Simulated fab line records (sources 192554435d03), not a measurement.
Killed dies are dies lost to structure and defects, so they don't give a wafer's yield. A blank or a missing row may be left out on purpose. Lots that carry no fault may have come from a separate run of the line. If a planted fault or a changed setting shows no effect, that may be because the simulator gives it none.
Matching of chambers :: flow n5_finfet :: N5_BEOL_M3_ETCH_64 on rie_diel-02: 4 sister chambers
The step etches SOC in N2/H2, target depth 75 nm, overetch 15 nm, time 112.5 s. 18 wafers are shown with their chamber, then 9 later ones without.

## EACH WAFER AND ITS CHAMBER
wafer: L074.1
chamber: 0
drypump_motor_current_A (A): 6.5
showerhead_plenum_p_Torr (Torr): 2.62
rf_vpp_V (V): 526.0

wafer: L074.3
chamber: 1
drypump_motor_current_A (A): 5.6
showerhead_plenum_p_Torr (Torr): 2.63
rf_vpp_V (V): 527.1

wafer: L074.6
chamber: 2
drypump_motor_current_A (A): 5.1
showerhead_plenum_p_Torr (Torr): 2.54
rf_vpp_V (V): 523.8

wafer: L080.1
chamber: 1
drypump_motor_current_A (A): 5.6
showerhead_plenum_p_Torr (Torr): 2.62
rf_vpp_V (V): 526.8

wafer: L080.4
chamber: 1
drypump_motor_current_A (A): 5.6
showerhead_plenum_p_Torr (Torr): 2.62
rf_vpp_V (V): 526.5

wafer: L080.5
chamber: 3
drypump_motor_current_A (A): 5.0
showerhead_plenum_p_Torr (Torr): 2.48
rf_vpp_V (V): 522.7

wafer: L081.3
chamber: 3
drypump_motor_current_A (A): 5.0
showerhead_plenum_p_Torr (Torr): 2.48
rf_vpp_V (V): 521.2

wafer: L081.5
chamber: 3
drypump_motor_current_A (A): 5.0
showerhead_plenum_p_Torr (Torr): 2.48
rf_vpp_V (V): 521.6

wafer: L081.6
chamber: 2
drypump_motor_current_A (A): 5.1
showerhead_plenum_p_Torr (Torr): 2.53
rf_vpp_V (V): 522.2

wafer: L085.1
chamber: 0
drypump_motor_current_A (A): 6.5
showerhead_plenum_p_Torr (Torr): 2.61
rf_vpp_V (V): 526.2

wafer: L085.2
chamber: 3
drypump_motor_current_A (A): 4.9
showerhead_plenum_p_Torr (Torr): 2.48
rf_vpp_V (V): 522.4

wafer: L085.3
chamber: 1
drypump_motor_current_A (A): 5.6
showerhead_plenum_p_Torr (Torr): 2.62
rf_vpp_V (V): 526.5

wafer: L090.1
chamber: 3
drypump_motor_current_A (A): 5.0
showerhead_plenum_p_Torr (Torr): 2.48
rf_vpp_V (V): 523.6

wafer: L090.3
chamber: 0
drypump_motor_current_A (A): 6.5
showerhead_plenum_p_Torr (Torr): 2.61
rf_vpp_V (V): 525.1

wafer: L090.4
chamber: 2
drypump_motor_current_A (A): 5.1
showerhead_plenum_p_Torr (Torr): 2.53
rf_vpp_V (V): 523.8

wafer: L091.1
chamber: 2
drypump_motor_current_A (A): 5.1
showerhead_plenum_p_Torr (Torr): 2.53
rf_vpp_V (V): 523.7

wafer: L091.2
chamber: 1
drypump_motor_current_A (A): 5.6
showerhead_plenum_p_Torr (Torr): 2.61
rf_vpp_V (V): 525.7

wafer: L091.6
chamber: 3
drypump_motor_current_A (A): 5.0
showerhead_plenum_p_Torr (Torr): 2.48
rf_vpp_V (V): 522.9

SIGNATURES (means of the wafers above)
reading: drypump_motor_current_A
chamber 0: 6.500
chamber 1: 5.600
chamber 2: 5.100
chamber 3: 4.983
scatter within a chamber: 0.0244

reading: showerhead_plenum_p_Torr
chamber 0: 2.6133
chamber 1: 2.6200
chamber 2: 2.5325
chamber 3: 2.4800
scatter within a chamber: 0.00494

reading: rf_vpp_V
chamber 0: 525.767
chamber 1: 526.520
chamber 2: 523.375
chamber 3: 522.400
scatter within a chamber: 0.731
Rule: distance of a wafer from a chamber = root of the sum over the readings of ((wafer's reading minus chamber's mean) / reading's scatter) squared. The wafer belongs to the nearest chamber; if the next one is less than 2 further off, it can't be placed. The scatter: the root of (the sum of the squares of (reading less its chamber's mean) over the shown wafers, divided by (wafers less chambers)).

## WAFERS WHOSE CHAMBER IS MISSING
wafer: L093.2
drypump_motor_current_A (A): 5.1
showerhead_plenum_p_Torr (Torr): 2.52
rf_vpp_V (V): 524.0

wafer: L093.5
drypump_motor_current_A (A): 6.5
showerhead_plenum_p_Torr (Torr): 2.61
rf_vpp_V (V): 526.2

wafer: L093.6
drypump_motor_current_A (A): 4.9
showerhead_plenum_p_Torr (Torr): 2.47
rf_vpp_V (V): 520.8

wafer: L096.1
drypump_motor_current_A (A): 5.1
showerhead_plenum_p_Torr (Torr): 2.52
rf_vpp_V (V): 522.4

wafer: L096.2
drypump_motor_current_A (A): 5.0
showerhead_plenum_p_Torr (Torr): 2.47
rf_vpp_V (V): 521.6

wafer: L096.5
drypump_motor_current_A (A): 5.1
showerhead_plenum_p_Torr (Torr): 2.52
rf_vpp_V (V): 523.6

wafer: L097.1
drypump_motor_current_A (A): 4.9
showerhead_plenum_p_Torr (Torr): 2.47
rf_vpp_V (V): 522.4

wafer: L097.2
drypump_motor_current_A (A): 5.6
showerhead_plenum_p_Torr (Torr): 2.61
rf_vpp_V (V): 527.4

wafer: L097.5
drypump_motor_current_A (A): 6.6
showerhead_plenum_p_Torr (Torr): 2.60
rf_vpp_V (V): 525.7

## THE CHAMBER EACH PASSED THROUGH
wafer: L093.2
from the rows above: 2
in truth: 2

wafer: L093.5
from the rows above: 0
in truth: 0

wafer: L093.6
from the rows above: 3
in truth: 3

wafer: L096.1
from the rows above: 2
in truth: 2

wafer: L096.2
from the rows above: 3
in truth: 3

wafer: L096.5
from the rows above: 2
in truth: 2

wafer: L097.1
from the rows above: 3
in truth: 3

wafer: L097.2
from the rows above: 1
in truth: 1

wafer: L097.5
from the rows above: 0
in truth: 0
Correctly placed: 9 of 9. Left unplaced by these rows: 0. 0 placed wrongly.
